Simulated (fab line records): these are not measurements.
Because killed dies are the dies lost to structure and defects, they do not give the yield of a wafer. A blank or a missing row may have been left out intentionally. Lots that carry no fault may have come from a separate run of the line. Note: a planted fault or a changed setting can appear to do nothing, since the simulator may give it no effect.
Which of the tools did it? / flow nand_harc / Sampling: 14 lots, 42 wafers, 5 of 1302 route steps

== WHAT THE GAUGES SHOWED, per wafer ==
NHARC_A_ONON_D2_THK_MEAS_14: measures by ellipsometry. Usual: 998 nm for thk_nm, sd 11.
lot=L426; measured=day 12 12:36; on=film_metro-01; thk_nm (nm)=994 994 995; flag=
lot=L427; measured=day 12 12:44; on=film_metro-01; thk_nm (nm)=992 994 992; flag=
lot=L428; measured=day 13 09:35; on=film_metro-02; thk_nm (nm)=1007 1004 1006; flag=
lot=L429; measured=day 14 02:21; on=film_metro-02; thk_nm (nm)=996 995 997; flag=
lot=L430; measured=day 14 02:19; on=film_metro-01; thk_nm (nm)=998 996 998; flag=
lot=L431; measured=day 14 18:38; on=film_metro-02; thk_nm (nm)=988 989 986; flag=
lot=L435; measured=day 15 20:48; on=film_metro-01; thk_nm (nm)=1013 1013 1014; flag=
lot=L436; measured=day 17 03:41; on=film_metro-01; thk_nm (nm)=1009 1006 1007; flag=
lot=L438; measured=day 17 10:19; on=film_metro-01; thk_nm (nm)=985 986 985; flag=
lot=L442; measured=day 19 02:14; on=film_metro-01; thk_nm (nm)=984 988 988; flag=
lot=L444; measured=day 20 03:22; on=film_metro-01; thk_nm (nm)=998 996 998; flag=
lot=L445; measured=day 20 10:53; on=film_metro-01; thk_nm (nm)=993 991 991; flag=
lot=L448; measured=day 21 22:17; on=film_metro-01; thk_nm (nm)=1010 1008 1009; flag=
lot=L449; measured=day 22 01:05; on=film_metro-01; thk_nm (nm)=1005 1006 1007; flag=

NHARC_A_ONON_D2_THK_MEAS_24: measures by ellipsometry. Usual: 1002 nm for thk_nm, sd 11.
lot=L426; measured=day 12 21:05; on=film_metro-01; thk_nm (nm)=997 995 994; flag=
lot=L427; measured=day 12 21:05; on=film_metro-02; thk_nm (nm)=993 991 993; flag=
lot=L428; measured=day 13 21:31; on=film_metro-02; thk_nm (nm)=1008 1008 1009; flag=
lot=L429; measured=day 14 11:12; on=film_metro-02; thk_nm (nm)=1008 1010 1010; flag=
lot=L430; measured=day 14 11:13; on=film_metro-01; thk_nm (nm)=997 994 997; flag=
lot=L431; measured=day 15 05:08; on=film_metro-02; thk_nm (nm)=986 985 984; flag=
lot=L435; measured=day 16 02:55; on=film_metro-02; thk_nm (nm)=986 986 987; flag=
lot=L436; measured=day 17 12:30; on=film_metro-02; thk_nm (nm)=616 617 618; flag=OFF
lot=L438; measured=day 17 18:50; on=film_metro-02; thk_nm (nm)=629 630 629; flag=OFF
lot=L442; measured=day 19 11:39; on=film_metro-01; thk_nm (nm)=1010 1009 1008; flag=
lot=L444; measured=day 20 12:14; on=film_metro-02; thk_nm (nm)=999 998 997; flag=
lot=L445; measured=day 20 19:20; on=film_metro-01; thk_nm (nm)=989 989 988; flag=
lot=L448; measured=day 22 06:46; on=film_metro-02; thk_nm (nm)=1006 1008 1008; flag=
lot=L449; measured=day 22 06:47; on=film_metro-01; thk_nm (nm)=995 995 993; flag=

NHARC_END_SORT_01. Usual: killed_at_array 59, standard deviation 19; killed_at_other 0.6, standard deviation 0.85; killed_at_periphery 3.8, standard deviation 2.5; killed_dies 64, standard deviation 19; killed_open 3.3, standard deviation 1.8; killed_short 2.2, standard deviation 1.6.
lot=L436; measured=day 29 09:41; on=prober-01; killed_at_array=669 672 675; killed_at_other=2 0 1; killed_at_periphery=6 5 1; killed_dies=677 677 677; killed_open=4 3 3; killed_short=5 4 1; flag=OFF
lot=L438; measured=day 29 19:04; on=prober-01; killed_at_array=674 675 675; killed_at_other=1 1 0; killed_at_periphery=2 1 2; killed_dies=677 677 677; killed_open=3 4 0; killed_short=0 2 5; flag=OFF
lot=L442; measured=day 31 16:59; on=prober-02; killed_at_array=60; killed_at_other=0; killed_at_periphery=2; killed_dies=62; killed_open=1; killed_short=3; flag=

== WHAT TOOL EACH LOT RAN ON (gives the tool, then ch and the chambers of the sampled wafers, and finally the start) ==
lot=L426; NHARC_A_DECK1_JOINT_DEP_16=pecvd-02 ch 0,1,2, day 12 09:26; NHARC_A_ONON_D2_DEP_22=pecvd_onon-02 ch 0, day 12 20:38
lot=L427; NHARC_A_DECK1_JOINT_DEP_16=pecvd-01 ch 0,1, day 12 09:28; NHARC_A_ONON_D2_DEP_22=pecvd_onon-01 ch 0, day 12 20:38
lot=L428; NHARC_A_DECK1_JOINT_DEP_16=pecvd-01 ch 0,1,2, day 13 06:25; NHARC_A_ONON_D2_DEP_22=pecvd_onon-04 ch 0, day 13 20:59
lot=L429; NHARC_A_DECK1_JOINT_DEP_16=pecvd-04 ch 0,1,2, day 13 23:11; NHARC_A_ONON_D2_DEP_22=pecvd_onon-02 ch 0, day 14 10:42
lot=L430; NHARC_A_DECK1_JOINT_DEP_16=pecvd-02 ch 1,2, day 13 23:14; NHARC_A_ONON_D2_DEP_22=pecvd_onon-01 ch 0, day 14 10:50
lot=L431; NHARC_A_DECK1_JOINT_DEP_16=pecvd-04 ch 0,1,2, day 14 15:28; NHARC_A_ONON_D2_DEP_22=pecvd_onon-01 ch 0, day 15 04:37
lot=L435; NHARC_A_DECK1_JOINT_DEP_16=pecvd-01 ch 1,2, day 15 17:37; NHARC_A_ONON_D2_DEP_22=pecvd_onon-02 ch 0, day 16 02:28
lot=L436; NHARC_A_DECK1_JOINT_DEP_16=pecvd-02 ch 0,1,2, day 17 00:32; NHARC_A_ONON_D2_DEP_22=pecvd_onon-01 ch 0, day 17 12:00
lot=L438; NHARC_A_DECK1_JOINT_DEP_16=pecvd-02 ch 0,2, day 17 07:11; NHARC_A_ONON_D2_DEP_22=pecvd_onon-01 ch 0, day 17 18:26
lot=L442; NHARC_A_DECK1_JOINT_DEP_16=pecvd-02 ch 0,2, day 18 23:05; NHARC_A_ONON_D2_DEP_22=pecvd_onon-02 ch 0, day 19 11:12
lot=L444; NHARC_A_DECK1_JOINT_DEP_16=pecvd-02 ch 0,2, day 20 00:12; NHARC_A_ONON_D2_DEP_22=pecvd_onon-02 ch 0, day 20 11:47
lot=L445; NHARC_A_DECK1_JOINT_DEP_16=pecvd-04 ch 0,1, day 20 07:43; NHARC_A_ONON_D2_DEP_22=pecvd_onon-04 ch 0, day 20 18:49
lot=L448; NHARC_A_DECK1_JOINT_DEP_16=pecvd-02 ch 1,2, day 21 19:07; NHARC_A_ONON_D2_DEP_22=pecvd_onon-04 ch 0, day 22 06:16
lot=L449; NHARC_A_DECK1_JOINT_DEP_16=pecvd-02 ch 0,2, day 21 21:56; NHARC_A_ONON_D2_DEP_22=pecvd_onon-02 ch 0, day 22 06:16
- NHARC_A_DECK1_JOINT_DEP_16: deposits SiO2, target thk 45 nm.
- NHARC_A_ONON_D2_DEP_22: target thk 1000 nm.

== AS READ BY THE TOOLS THEMSELVES (means over the sampled wafers that have a number; for cases with no such wafer, the mark the record gives instead) ==
NHARC_A_DECK1_JOINT_DEP_16. Usual: heater_power_w 554 W, standard deviation 87; throttle_valve_pct 16.1 %, standard deviation 0.52.
lot=L426; tool=pecvd-02; heater_power_w (W)=504; throttle_valve_pct (%)=16.0; flag=
lot=L427; tool=pecvd-01; heater_power_w (W)=665; throttle_valve_pct (%)=16.7; flag=
lot=L428; tool=pecvd-01; heater_power_w (W)=550; throttle_valve_pct (%)=16.7; flag=
lot=L429; tool=pecvd-04; heater_power_w (W)=613; throttle_valve_pct (%)=15.8; flag=
lot=L430; tool=pecvd-02; heater_power_w (W)=480; throttle_valve_pct (%)=16.0; flag=
lot=L431; tool=pecvd-04; heater_power_w (W)=612; throttle_valve_pct (%)=15.9; flag=
lot=L435; tool=pecvd-01; heater_power_w (W)=565; throttle_valve_pct (%)=16.5; flag=
lot=L436; tool=pecvd-02; heater_power_w (W)=519; throttle_valve_pct (%)=16.0; flag=
lot=L438; tool=pecvd-02; heater_power_w (W)=547; throttle_valve_pct (%)=16.1; flag=
lot=L442; tool=pecvd-02; heater_power_w (W)=566; throttle_valve_pct (%)=15.9; flag=
lot=L444; tool=pecvd-02; heater_power_w (W)=495; throttle_valve_pct (%)=16.1; flag=
lot=L445; tool=pecvd-04; heater_power_w (W)=601; throttle_valve_pct (%)=15.7; flag=
lot=L448; tool=pecvd-02; heater_power_w (W)=460; throttle_valve_pct (%)=16.3; flag=
lot=L449; tool=pecvd-02; heater_power_w (W)=578; throttle_valve_pct (%)=16.4; flag=

NHARC_A_ONON_D2_DEP_22. Usual: n2o_flow_sccm 1999 sccm, standard deviation 5.4; sih4_flow_sccm 209.8 sccm, standard deviation 0.71.
lot=L426; tool=pecvd_onon-02; n2o_flow_sccm (sccm)=1998; sih4_flow_sccm (sccm)=209.1; flag=
lot=L427; tool=pecvd_onon-01; n2o_flow_sccm (sccm)=1993; sih4_flow_sccm (sccm)=210.0; flag=
lot=L428; tool=pecvd_onon-04; n2o_flow_sccm (sccm)=2002; sih4_flow_sccm (sccm)=209.1; flag=
lot=L429; tool=pecvd_onon-02; n2o_flow_sccm (sccm)=2001; sih4_flow_sccm (sccm)=210.6; flag=
lot=L430; tool=pecvd_onon-01; n2o_flow_sccm (sccm)=1998; sih4_flow_sccm (sccm)=210.9; flag=
lot=L431; tool=pecvd_onon-01; n2o_flow_sccm (sccm)=1995; sih4_flow_sccm (sccm)=208.8; flag=
lot=L435; tool=pecvd_onon-02; n2o_flow_sccm (sccm)=1997; sih4_flow_sccm (sccm)=210.1; flag=
lot=L436; tool=pecvd_onon-01; n2o_flow_sccm (sccm)=2007; sih4_flow_sccm (sccm)=210.1; flag=
lot=L438; tool=pecvd_onon-01; n2o_flow_sccm (sccm)=2003; sih4_flow_sccm (sccm)=210.3; flag=
lot=L442; tool=pecvd_onon-02; n2o_flow_sccm (sccm)=2007; sih4_flow_sccm (sccm)=210.3; flag=
lot=L444; tool=pecvd_onon-02; n2o_flow_sccm (sccm)=2002; sih4_flow_sccm (sccm)=209.6; flag=
lot=L445; tool=pecvd_onon-04; n2o_flow_sccm (sccm)=2001; sih4_flow_sccm (sccm)=209.0; flag=
lot=L448; tool=pecvd_onon-04; n2o_flow_sccm (sccm)=2001; sih4_flow_sccm (sccm)=210.3; flag=
lot=L449; tool=pecvd_onon-02; n2o_flow_sccm (sccm)=1988; sih4_flow_sccm (sccm)=210.0; flag=

== THE ANSWER, worked out from the rows above alone ==
Rule: take the mean of a lot's wafers that have a number; if it is more than 3 standard deviations from the usual mean, the lot is off. Also off: a lot with no number at a reading for which 4 or more lots have one. Where the step has rows for the other lots, those lots are counted as sound. Order of review: gauges by route order, followed by the tools' own readings, for which a lot's mean as printed above is used. The first step at which some lot is off is used, and at that step the reading that is off furthest; a lot without a number counts as furthest.
Off, at NHARC_A_ONON_D2_THK_MEAS_24 on thk_nm: L436, L438.
A tool fits if, at a process step before that reading, it ran every lot that is off, and no sound lot after the first of them. Not tried: the gauges at NHARC_A_ONON_D2_THK_MEAS_24; whatever is off there is also off at NHARC_END_SORT_01, on other tools, and gauge error can't account for it. One candidate fits, namely pecvd_onon-01 at NHARC_A_ONON_D2_DEP_22. A fault onset in the window from L431 (day 15 04:37, its last sound lot) to L436 (day 17 12:00, its first lot off) fits.

== WHAT THE SIMULATOR HAD PUT IN ==
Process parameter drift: pecvd_onon-01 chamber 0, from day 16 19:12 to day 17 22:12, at NHARC_A_ONON_D2_DEP_22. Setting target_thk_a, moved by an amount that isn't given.
Lots struck among those shown: L436, L438. This agrees with what the rule above found.
